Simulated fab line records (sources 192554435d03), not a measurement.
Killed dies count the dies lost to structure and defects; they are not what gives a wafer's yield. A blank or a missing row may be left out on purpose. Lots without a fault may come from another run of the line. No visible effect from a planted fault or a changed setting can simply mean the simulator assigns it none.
Comparing a struck lot with a sound one -- flow n5 finfet -- 14 out of 1938 route steps
Sound: the wafers L530.3, L530.5, L530.6. Wafers L527.1, L527.5, L527.6 were the ones struck. The cause is given at the end.
Per side, at each step with rows, come the tool, then ch with its chambers, and then its first start. Under that, the readings that differ: sound wafers -- struck wafers -- difference of the means -- sigmas: that difference in standard deviations of wafers without a fault.
alike: readings whose means differ by less than 2 such deviations, and words and numbers that are the same on both sides. not compared: withheld readings, readings that some wafer has no value for, bounds like >300 that may hide the same value, and numbers for which the record gives no deviation and whose values overlap.
Wherever a step has rows on one side only, a row that says differs or no value, or a row with sigmas, the two part there. When numbers do not overlap yet have no deviation, they are printed without sigmas and do not part them. A reading missing from all wafers of one side parts the sides only when that side holds two or more wafers.

N5_ZERO_LAYER_CD_MEAS_11: the cd target is 2000 nm.
  sound on cd sem-02 ch 0, day 5 06:46; struck on cd sem-01 ch 0, day 4 12:38
  alike: cd nm
N5_ZERO_LAYER_DESCUM_16: chemistry O2, time 7.9 s.
  sound on rie diel-05 ch 1,2, day 5 06:48; struck on rie diel-05 ch 1,2, day 4 12:41
  alike: bias power w, drypump motor current A, oes product au, rf vpp V, showerhead plenum p Torr, throttle valve pct
  not compared: rf hours counter h
N5_ZERO_LAYER_ETCH_17: etches SiO2 in CF4, target depth 12 nm, time 13.3 s.
  sound on rie diel-05 ch 1,2, day 5 06:50; struck on rie diel-05 ch 1,2, day 4 12:43
  alike: drypump motor current A, oes product au, rf vpp V, showerhead plenum p Torr, throttle valve pct
  not compared: rf hours counter h
N5_ZERO_LAYER_ETCH_18: etches Si in HBr/Cl2, target depth 120 nm, time 40 s.
  sound on rie si-01 ch 0,1,3, day 5 06:55; struck on rie si-01 ch 0,1,2, day 4 12:47
  alike: drypump motor current A, oes product au, throttle valve pct
  not compared: rf hours counter h
N5_ZERO_LAYER_STRIP_24: strips in O2.
  sound on plasma asher-02 ch 0,1, day 5 07:05; struck on plasma asher-02 ch 0,1, day 4 12:53
  alike: drypump motor current A, heater power w, oes product au, strip time to endpoint s
  not compared: rf hours counter h
then, 1 step without rows for these wafers: N5_ZERO_LAYER_STRIP_19 (strips in SPM, time 900 s).
N5_ZERO_LAYER_INSPECT_20: inspects for defects (darkfield).
  sound on defect inspect-01, day 5 07:25; struck on defect inspect-01, day 4 13:15
  alike: raw defect count
then, 5 steps without rows for these wafers: N5_WELL_APT_HMDS_01 (time 60 s); N5_WELL_APT_COAT_02 (resist thk 950 nm); N5_WELL_APT_EBR_04; N5_WELL_APT_SOFTBAKE_03 (time 60 s); N5_WELL_APT_EXPOSE_05 (exposes mask NWELL, defocus 0 nm, target cd 200 nm).
N5_WELL_APT_PEB_06: peb time 90 s.
  sound on litho track-03 ch 0, day 5 07:44; struck on litho track-03, day 4 13:26
  no value came back on the struck wafers for chill plate temp C (C), exhaust pa (Pa), peb time s (s); on the sound wafers chill plate temp C (C) reads 22.85 22.97 22.88
then, 1 step without rows for these wafers: N5_WELL_APT_DEVELOP_07 (develop time 45 s).

== WHERE THEY PART ==
N5_WELL_APT_PEB_06 only, going by this record.

WHY: what the simulator had put in
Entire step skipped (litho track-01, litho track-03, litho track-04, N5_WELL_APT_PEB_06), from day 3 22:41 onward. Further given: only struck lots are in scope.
